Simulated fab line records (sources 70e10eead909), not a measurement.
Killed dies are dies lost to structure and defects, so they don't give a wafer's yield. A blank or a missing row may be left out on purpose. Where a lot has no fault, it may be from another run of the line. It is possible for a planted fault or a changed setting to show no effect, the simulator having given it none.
A struck lot beside a sound one ; flow nand harc ; 14 steps out of a route of 1159
Sound: the wafers L546.2, L546.3, L546.5. Struck: wafer L550.2. (L550.5, L550.6 of the same lot were not struck and are left out.) The cause comes at the end.
At each step with rows: each side's tool, then ch and its chambers, then its first start. Under that, the readings that differ: sound wafers ; struck wafers ; difference of the means ; sigmas: that difference in standard deviations of wafers without a fault.
alike: readings with means less than 2 such deviations apart, plus words and numbers identical on both sides. not compared: withheld readings, readings lacking a value on some wafer, bounds such as >300 that could conceal the same value, and numbers that have no deviation in the record and whose values overlap.
A row with sigmas, a row that says differs or no value, or rows on one side alone: a step with any of these is where the two part. When numbers do not overlap yet have no deviation, they are printed without sigmas and do not part them. A reading that every wafer of one side lacks parts them only if that side has two wafers or more.

first, 9 steps without rows for these wafers: NHARC_A_STAIRCASE_DEHYDRATE_302 (time 120 s); NHARC_A_STAIRCASE_HMDS_303 (time 30 s); NHARC_A_STAIRCASE_COAT_304; NHARC_A_STAIRCASE_SOFTBAKE_305 (time 170 s); NHARC_A_STAIRCASE_EBR_306; NHARC_A_STAIRCASE_EXPOSE_307 (exposes mask CHOP 50); NHARC_A_STAIRCASE_PEB_308 (peb time 130 s); NHARC_A_STAIRCASE_DEVELOP_309 (time 140 s); NHARC_A_STAIRCASE_HARDBAKE_311 (time 140 s).
NHARC_A_STAIRCASE_DESCUM_312: chemistry O2, time 3 s.
  sound on rie diel-05 ch 0,1, day 12 08:01; struck on rie diel-05 ch 0, day 13 23:20
  alike: drypump motor current A, o2 flow sccm, oes product au, rf vpp V, showerhead plenum p Torr, throttle valve pct
  not compared: rf hours counter h
NHARC_A_STAIRCASE_ETCH_313: etches the open film in CF4/CHF3.
  sound on rie diel-05 ch 0,1,2, day 12 08:05; struck on rie diel-05 ch 3, day 13 23:26
reading;sound;struck;difference;sigmas
bias w (W);200.7 199.5 201.0;198.8;-1.6;-3
throttle valve pct (%);16.780 16.793 16.788;16.823;+0.036;+4
  alike: drypump motor current A, oes product au, rf vpp V, showerhead plenum p Torr
  not compared: rf hours counter h
NHARC_A_STAIRCASE_HM_OPEN_463: chemistry O2/COS.
  sound on rie diel-05 ch 0,1,3, day 12 08:14; struck on rie diel-05 ch 1, day 13 23:34
reading;sound;struck;difference;sigmas
oes product au (a.u.);0.987 0.994 0.993;0.894;-0.097;-9
throttle valve pct (%);28.328 28.330 28.316;28.343;+0.018;+2
  alike: bias w, drypump motor current A, o2 flow sccm, rf vpp V, showerhead plenum p Torr
  not compared: rf hours counter h
then, 1 step without rows for these wafers: NHARC_A_STAIRCASE_STRIP_464 (strips in O2/COS).
-- record jumps: 7 days between struck wafers' starts before vs after; left off in module A_STAIRCASE, resumes in module END, first step shown is number 1159 of the route --
NHARC_END_SORT_01:
  only the struck wafers appear in the record here, on prober-01 ch 0 at day 20 20:17; the sound ones have no rows

## WHERE THEY PART
At NHARC_A_STAIRCASE_ETCH_313 first; at NHARC_END_SORT_01 last (within this record only).

WHY: what had been put in by the simulator
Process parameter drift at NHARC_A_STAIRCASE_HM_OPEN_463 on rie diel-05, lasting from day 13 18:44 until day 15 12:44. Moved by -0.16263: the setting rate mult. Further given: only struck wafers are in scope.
